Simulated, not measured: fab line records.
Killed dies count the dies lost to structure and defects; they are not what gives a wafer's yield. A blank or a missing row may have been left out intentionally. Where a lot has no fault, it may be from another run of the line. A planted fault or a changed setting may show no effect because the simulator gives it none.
8D (eight disciplines) problem report, filled in by code ; flow nand_harc ; the parts of the form that need people (team, actions taken, sign-off) are left out

## 1. THE PROBLEM
wafer_temp_C_max at NHARC_A_WL_FILL_RTA_01 reads a mean of 966.9 on 6 wafers of 2 lots; wafers without a fault read 1003.7 with a standard deviation of 0.8. Relative to the usual mean, that is a shift of -46 standard deviations.
The step: time 5 s.
First observed at day 27 15:56: wafer L864.1, on rtp_anneal-01. At this step, 39 wafers from 13 lots have a number in the record. By rule, "out" or "out of limits" means more than 4 standard deviations away from the usual mean. All remaining wafers that have a number are taken as sound.

## 2. WHAT THIS IS AND IS NOT
question;is;is not
which readings at this step;wafer_temp_C_max;-
which lots;L864, L865;L847, L848, L849, L851, L852, L853, L854, L857, L858, L863, L869
which wafers of those lots;all that have a number;-
read on which tools;rtp_anneal-01;rtp_anneal-02
when;from day 27 15:56;"up to then (30 sound wafers); but 3 sound wafers of L869 came after"

## 3. THE SUSPECTS, EACH WITH WHAT RULES IT OUT
Counting: a tool stays on the suspect list if, at a process step up to the reading, it processed all lots that are out and no sound lot following the first of them.
- rtp_anneal-01 at NHARC_A_WL_FILL_RTA_01 (time 5 s): kept. All lots that are out passed through it, beginning with L864 at day 27 15:56, and no sound lot followed; its final sound lot before that point was L858 at day 25 03:58. On those wafers its own readings are out: wafer_temp_C_max.
Left after counting: rtp_anneal-01 at NHARC_A_WL_FILL_RTA_01.

## 4. THE CAUSE (what the simulator had put in)
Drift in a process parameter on rtp_anneal-01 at NHARC_A_WL_FILL_RTA_01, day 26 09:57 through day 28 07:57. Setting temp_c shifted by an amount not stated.
After counting, this tool was the only one left.

## 5. THE EFFECT CHAIN, in route order
Each row: a reading where the mean over the struck wafers with a number is more than 3 standard deviations away from the usual. Readings are gone through only where the record gives a usual standard deviation; hours: the median, over the lots, of the time from a lot's start at the first step in this table giving one to that lot's start at this step; sigmas: the change measured in usual standard deviations.
hours;step;reading;usual;on struck wafers;change;sigmas
0;NHARC_A_WL_FILL_RTA_01;wafer_temp_C_max;1003.7;966.9;-36.8;-46
Process steps it contains:
- NHARC_A_WL_FILL_RTA_01: time 5 s.

## 6. WHAT WOULD HAVE CAUGHT IT SOONER
First out-of-limits reading in this record: day 27 15:56, which is 30 hours after fault onset at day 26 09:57.
